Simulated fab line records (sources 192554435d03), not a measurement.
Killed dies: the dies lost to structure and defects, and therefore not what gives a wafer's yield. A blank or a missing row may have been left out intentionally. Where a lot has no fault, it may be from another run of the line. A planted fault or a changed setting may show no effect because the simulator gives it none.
A lot that was struck, set against a sound lot | flow n5_finfet | 38 steps out of a route of 1938
Sound: the wafers L215.1, L215.5, L215.6. Struck: wafer L209.2. (L209.4, L209.6 of the same lot were not struck and are left out.) The cause comes at the end.
At each step with rows: each side's tool, then ch and its chambers, then its first start. Under that, the readings that differ: sound wafers | struck wafers | difference of the means | sigmas: that difference in standard deviations of wafers without a fault.
alike: readings with means less than 2 such deviations apart, plus words and numbers identical on both sides. not compared: withheld readings, readings lacking a value on some wafer, bounds such as >300 that could conceal the same value, and numbers that have no deviation in the record and whose values overlap.
Wherever a step has rows on one side only, a row that says differs or no value, or a row with sigmas, the two part there. Non-overlapping numbers with no deviation appear without sigmas and do not part them. Lack of a reading on every wafer of one side parts them only where that side has two or more wafers.

first, 9 steps without rows for these wafers: N5_BEOL_M3_ANNEAL_95 (time 240 s); N5_BEOL_M3_SPUTTER_96 (material Cu, target thk 4.5 nm, time 8.29 s); N5_BEOL_M3_ECD_50 (material Cu, target thk 300 nm); N5_BEOL_M3_ANNEAL_51 (time 90 s); N5_BEOL_M3_CMP_52 (polishes, stops on SiOC, t overpolish 6.8 s, target thk 40 nm); N5_BEOL_M3_PRE_CLEAN_60 (time 15 s); N5_BEOL_M3_CO_CAP_55 (material Co, precursor CCTBA/H2, target thk 2 nm, time 102.1 s); N5_BEOL_M3_PRE_CLEAN_56 (time 15 s); N5_BEOL_M3_DEP_57 (deposits SiCN from 3MS/NH3, target thk 8 nm, time 14 s).
N5_BEOL_M4_ILD_DEP_00: deposits SiOC from DEMS/O2, target thk 79 nm, time 15.3 s.
  sound on pecvd-04 ch 0,1, day 14 01:16; struck on pecvd-03 ch 0, day 11 19:47
  reading                                      | sound          | struck | difference | sigmas
  model.SiOC_of_BEOL_M4_ILD_DEP_00.thk_nm (nm) | 78.8 79.6 79.2 | 86.6   | +7.4       |
  alike: heater_power_w, rf_fwd_power_W, showerhead_plenum_p_Torr, throttle_valve_pct
N5_BEOL_M4_THK_MEAS_01:
  struck on film_metro-01, day 11 19:50; sound on film_metro-02, day 14 01:21
  reading         | sound          | struck | difference | sigmas
  M4_ILD_THK (nm) | 78.8 79.5 79.2 | 86.7   | +7.5       | +6
then, 24 steps without rows for these wafers: N5_BEOL_M4_PECVD_72 (deposits SiO2 from TEOS/O2, target thk 16 nm, time 18 s); N5_BEOL_M4_HM_DEP_02 (deposits TiN, target thk 20 nm); N5_BEOL_M4_COAT_61 (time 60 s, resist thk 60 nm); N5_BEOL_M4_COAT_62 (time 60 s, resist thk 12 nm); N5_BEOL_M4_COAT_73 (time 60 s, resist thk 5 nm); N5_BEOL_M4_COAT_05 (resist thk 30 nm); N5_BEOL_M4_EBR_07; N5_BEOL_M4_SOFTBAKE_06 (time 60 s); N5_BEOL_M4_EXPOSE_08 (exposes mask M4); N5_BEOL_M4_PEB_09 (peb time 60 s); N5_BEOL_M4_DEVELOP_10 (develop time 30 s); N5_BEOL_M4_DESCUM_16 (chemistry O2, time 7 s); N5_BEOL_M4_ETCH_74 (etches underlayer in N2/H2, target depth 6.5 nm, time 5.2 s); N5_BEOL_M4_ETCH_63 (etches SiARC in CF4, target depth 15.6 nm, time 26 s); N5_BEOL_M4_ETCH_64 (etches SOC in N2/H2, target depth 75 nm, overetch 22.5 nm, time 121.9 s); N5_BEOL_M4_STRIP_65 (strips in N2/H2); N5_BEOL_M4_STRIP_75 (strips in N2/H2); N5_BEOL_M4_STRIP_66 (strips in CF4); N5_BEOL_M4_HM_OPEN_17 (chemistry Cl2/BCl3, target TiN, target depth 20 nm, overetch 6 nm); N5_BEOL_M4_STRIP_19 (strips in O2); N5_BEOL_M4_COAT_67 (time 60 s, resist thk 60 nm); N5_BEOL_M4_COAT_68 (time 60 s, resist thk 12 nm); N5_BEOL_M4_COAT_76 (time 60 s, resist thk 5 nm); N5_BEOL_M4_COAT_22 (resist thk 30 nm).
N5_BEOL_M4_CMP_52: polishes, stops on SiOC, t overpolish 6.8 s, target thk 40 nm.
  sound on cmp-01 ch 0,2,3, day 14 17:41; struck on cmp-01 ch 2, day 12 22:49
  reading                                      | sound          | struck | difference | sigmas
  model.SiOC_of_BEOL_M4_ILD_DEP_00.thk_nm (nm) | 75.8 76.6 76.2 | 83.6   | +7.4       |
  alike: motor_current_A
  not compared: pad_life_wafers
N5_BEOL_M4_RC_MEAS_101:
  sound on prober-02 ch 0, day 14 18:13; struck on prober-01 ch 0, day 12 23:31
  reading        | sound          | struck | difference | sigmas
  DIBL_N (mV/V)  | 33.8 33.5 33.9 | 37.9   | +4.2       | +2
  DIBL_P (mV/V)  | 33.3 32.1 32.7 | 39.1   | +6.4       | +3
  IOFF_N (nA/um) | 0.12 0.10 0.11 | 0.21   | +0.10      | +3
  IOFF_P (nA/um) | 0.16 0.14 0.14 | 0.31   | +0.16      | +4
  ION_P (uA/um)  | 464 463 459    | 478    | +16        | +2
  SS_N (mV/dec)  | 70.2 71.0 70.6 | 72.1   | +1.5       | +2
  VT_N (mV)      | 255 257 252    | 244    | -11        | -3
  VT_P (mV)      | -254 -257 -255 | -241   | +14        | +4
  alike: ION_N, SS_P
N5_PASSIVATION_PROBE_49:
  rows exist in the record for the sound wafers here (prober-02, day 19 02:46), none for the struck ones

## WHERE THEY PART
Last at N5_PASSIVATION_PROBE_49 as far as this record goes, first at N5_BEOL_M4_THK_MEAS_01.

WHY: what had been put in by the simulator
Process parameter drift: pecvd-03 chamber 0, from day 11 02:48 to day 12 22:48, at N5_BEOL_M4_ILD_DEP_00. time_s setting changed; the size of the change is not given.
